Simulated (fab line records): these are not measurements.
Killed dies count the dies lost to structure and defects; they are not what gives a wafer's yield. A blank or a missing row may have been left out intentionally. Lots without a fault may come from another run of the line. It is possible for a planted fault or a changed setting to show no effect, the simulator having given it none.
2 desks, one fault ; flow n5_finfet ; each desk holds nothing but its own numbers, with what lay behind them at the end

== FROM THE METROLOGY DESK ==
What the gauges read for every lot (on any tool): the sampled wafers with a number, averaged. The brackets show how far a lot's mean lies from the usual mean; more than 4 standard deviations puts the lot out of limits, marked OUT. Only the readings that lie furthest out on some lot appear, 7 of the 10 it has.
Columns: A = DIBL_N at N5_BEOL_M4_RC_MEAS_101, usual 36.5 mV/V; B = DIBL_P at N5_BEOL_M4_RC_MEAS_101, usual 36.7 mV/V; C = IOFF_P at N5_BEOL_M4_RC_MEAS_101, usual 0.22 nA/um; D = ION_N at N5_BEOL_M4_RC_MEAS_101, usual 676 uA/um; E = SS_N at N5_BEOL_M4_RC_MEAS_101, usual 71.5 mV/dec; F = VT_N at N5_BEOL_M4_RC_MEAS_101, usual 249 mV; G = VT_P at N5_BEOL_M4_RC_MEAS_101, usual -250 mV
lot;first seen here;A;B;C;D;E;F;G
L573;day 10 03:57;38.8;38.8;0.28;675;72.2;248;-245
L574;day 10 04:58;38.6;37.6;0.26;683;71.4;246;-245
L576;day 10 08:01;35.4;37.8;0.20;680;71.0;251;-251
L575;day 10 11:35;37.0;37.2;0.23;686;71.3;248;-247
L577;day 10 14:26;36.6;37.0;0.21;671;71.9;250;-250
L579;day 11 11:32;36.6;37.1;0.21;676;71.5;249;-252
L581;day 11 15:23;37.1;38.4;0.20;679;72.2;248;-253
L590;day 14 12:44;36.9;36.4;0.21;665;71.4;250;-251
L591;day 15 12:26;36.3;37.1;0.24;680;71.8;247;-247
Finding of this desk: none of the 9 lots has anything out of limits.

== FOR THE TOOL OWNER'S DESK: ald_sin-02 ==
The tool's own readings at N5_BEOL_M3_ALD_98 (deposits SiO2, target thk 2.5 nm, pulse time 1 s, co reactant pulse time 1 s): means of the sampled wafers that have a number, for each lot that ran on this tool. The brackets show how far a lot's mean lies from the usual mean; more than 4 standard deviations puts the lot out of limits, marked OUT.
Columns: A = heater_power_outer_w at N5_BEOL_M3_ALD_98, usual 40 W; B = heater_power_w at N5_BEOL_M3_ALD_98, usual 78 W; C = precursor_pulse_height_rel at N5_BEOL_M3_ALD_98, usual 0.999
lot;first seen here;A;B;C
L574;day 8 21:19;39;74;1.006
L576;day 9 07:53;36;73;0.996
L575;day 9 11:53;39;75;1.006
L579;day 10 08:14;39;77;0.997
L581;day 10 15:05;37;73;1.015
L590;day 13 00:28;36;70;0.992
L591;day 14 09:18;38;75;0.977
Finding of this desk: none of the 7 lots has anything out of limits.

== PUT TOGETHER ==
The metrology desk saw nothing out of limits.
The desk of the tool owner found nothing out of limits.

== WHAT THE SIMULATOR HAD INSERTED ==
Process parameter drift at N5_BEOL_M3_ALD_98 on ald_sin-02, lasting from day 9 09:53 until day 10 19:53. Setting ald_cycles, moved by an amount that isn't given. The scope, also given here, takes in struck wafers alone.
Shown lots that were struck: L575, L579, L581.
